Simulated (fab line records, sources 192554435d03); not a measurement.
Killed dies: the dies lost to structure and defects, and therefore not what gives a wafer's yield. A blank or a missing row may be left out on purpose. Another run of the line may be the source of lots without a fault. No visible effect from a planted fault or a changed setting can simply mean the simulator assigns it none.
Chamber matching || flow n5 finfet || N5_BEOL_M5_CO_CAP_78 on cvd co-01 has 3 sister chambers
The step material Co, precursor CCTBA/H2, target thk 2 nm, time 102.1 s. 14 wafers are shown with their chamber, then 7 later ones without.

== EACH WAFER AND ITS CHAMBER ==
{"wafer": "L647.2", "chamber": 0, "heater power w (W)": 232}
{"wafer": "L647.5", "chamber": 2, "heater power w (W)": 221}
{"wafer": "L647.6", "chamber": 1, "heater power w (W)": 244}
{"wafer": "L648.1", "chamber": 2, "heater power w (W)": 220}
{"wafer": "L648.2", "chamber": 1, "heater power w (W)": 239}
{"wafer": "L648.3", "chamber": 0, "heater power w (W)": 220}
{"wafer": "L653.2", "chamber": 1, "heater power w (W)": 236}
{"wafer": "L653.3", "chamber": 0, "heater power w (W)": 229}
{"wafer": "L653.6", "chamber": 0, "heater power w (W)": 230}
{"wafer": "L652.2", "chamber": 2, "heater power w (W)": 230}
{"wafer": "L652.4", "chamber": 2, "heater power w (W)": 225}
{"wafer": "L652.5", "chamber": 0, "heater power w (W)": 235}
{"wafer": "L656.3", "chamber": 1, "heater power w (W)": 242}
{"wafer": "L656.4", "chamber": 1, "heater power w (W)": 240}

SIGNATURES (means of the wafers above)
{"reading": "heater power w", "chamber 0": 229.20, "chamber 1": 240.20, "chamber 2": 224.00, "scatter within a chamber": 4.53}
Rule: a wafer's distance from a chamber is the root of the sum, over the readings, of the square of ((its reading less the chamber's mean) divided by the reading's scatter). The wafer belongs to the nearest chamber; if the next one is less than 2 further off, it can't be placed. How the scatter is found: for the shown wafers, subtract from each reading the mean of its chamber, square and add these, divide the total by (wafers less chambers), then take the root.

== WAFERS WITHOUT THEIR CHAMBER ==
{"wafer": "L656.6", "heater power w (W)": 224}
{"wafer": "L657.2", "heater power w (W)": 248}
{"wafer": "L657.4", "heater power w (W)": 247}
{"wafer": "L657.5", "heater power w (W)": 226}
{"wafer": "L660.2", "heater power w (W)": 242}
{"wafer": "L660.3", "heater power w (W)": 232}
{"wafer": "L660.6", "heater power w (W)": 222}

== CHAMBER TAKEN BY EACH ==
{"wafer": "L656.6", "from the rows above": "can't be placed: 2 or 0", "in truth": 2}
{"wafer": "L657.2", "from the rows above": 1, "in truth": 1}
{"wafer": "L657.4", "from the rows above": 1, "in truth": 1}
{"wafer": "L657.5", "from the rows above": "can't be placed: 2 or 0", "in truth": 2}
{"wafer": "L660.2", "from the rows above": 1, "in truth": 1}
{"wafer": "L660.3", "from the rows above": "can't be placed: 0 or 2 or 1", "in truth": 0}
{"wafer": "L660.6", "from the rows above": "can't be placed: 2 or 0", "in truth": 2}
3 of 7 placed correctly. Unplaceable from these rows: 4, with the true chamber sitting among the candidates in 4. Wrongly placed: 0.
